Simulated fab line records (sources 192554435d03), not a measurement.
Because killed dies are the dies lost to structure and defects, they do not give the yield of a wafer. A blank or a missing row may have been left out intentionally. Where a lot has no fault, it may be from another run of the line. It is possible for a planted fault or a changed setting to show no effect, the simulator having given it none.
The same fault as seen by 2 desks ; flow n5-finfet ; only its own numbers are on each desk; what lay behind them is given at the end

THE DEFECT DESK
For each lot, the counts of the inspections along the route, averaged over the sampled wafers that have a number. If a lot's mean is further than 4 standard deviations from the usual mean, the lot is out of limits and carries the mark OUT (the distance appears in the brackets).
Columns: A = raw-defect-count at N5_BEOL_M14_INSPECT_55, usual 70
lot;first seen here;A
L957;day 11 18:45;68
L959;day 12 12:22;72
L961;day 12 16:57;87
L964;day 12 17:36;67
L962;day 13 06:51;64
L963;day 13 07:12;53
L965;day 13 15:33;64
L967;day 14 00:23;53
L966;day 14 00:46;110
L972;day 15 08:31;384 (+13) OUT
L975;day 16 04:17;360 (+12) OUT
L978;day 16 23:04;56
This desk finds L972, L975 out of limits, L972 being first, at day 15 08:31 (raw-defect-count at N5_BEOL_M14_INSPECT_55). Within limits: L957, L959, L961, L964, L962, L963, L965, L967, L966, L978.

AT THE METROLOGY DESK
What the gauges read, lot by lot, whatever tool the lot ran on: means of the sampled wafers that have a number. If a lot's mean is further than 4 standard deviations from the usual mean, the lot is out of limits and carries the mark OUT (the distance appears in the brackets).
Columns: A = M14_THK at N5_BEOL_M14_THK_MEAS_50, usual 572 nm
lot;first seen here;A
L957;day 11 18:36;567
L959;day 12 12:13;583
L961;day 12 16:48;554
L964;day 12 17:26;564
L962;day 13 06:41;576
L963;day 13 07:02;594
L965;day 13 15:23;561
L967;day 14 00:12;561
L966;day 14 00:36;568
L972;day 15 08:21;550
L975;day 16 04:08;562
L978;day 16 22:54;565
This desk found nothing out of limits on any of the 12 lots.

PUT TOGETHER
The defect desk could have raised an alarm at day 15 08:31, on L972, L975.
Nothing out of limits was seen by the metrology desk.
The metrology desk has L972, L975 on record, within its limits.
Of the lots named, all ran N5_BEOL_M14_PRE_CLEAN_52 on pecvd-01.

WHAT THE SIMULATOR HAD PUT IN
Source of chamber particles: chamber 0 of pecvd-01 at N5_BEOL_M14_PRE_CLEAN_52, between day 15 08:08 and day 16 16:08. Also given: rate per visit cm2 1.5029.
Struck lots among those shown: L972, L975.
Hours from the fault's start to each desk's first reading out of limits: the defect desk, 0.
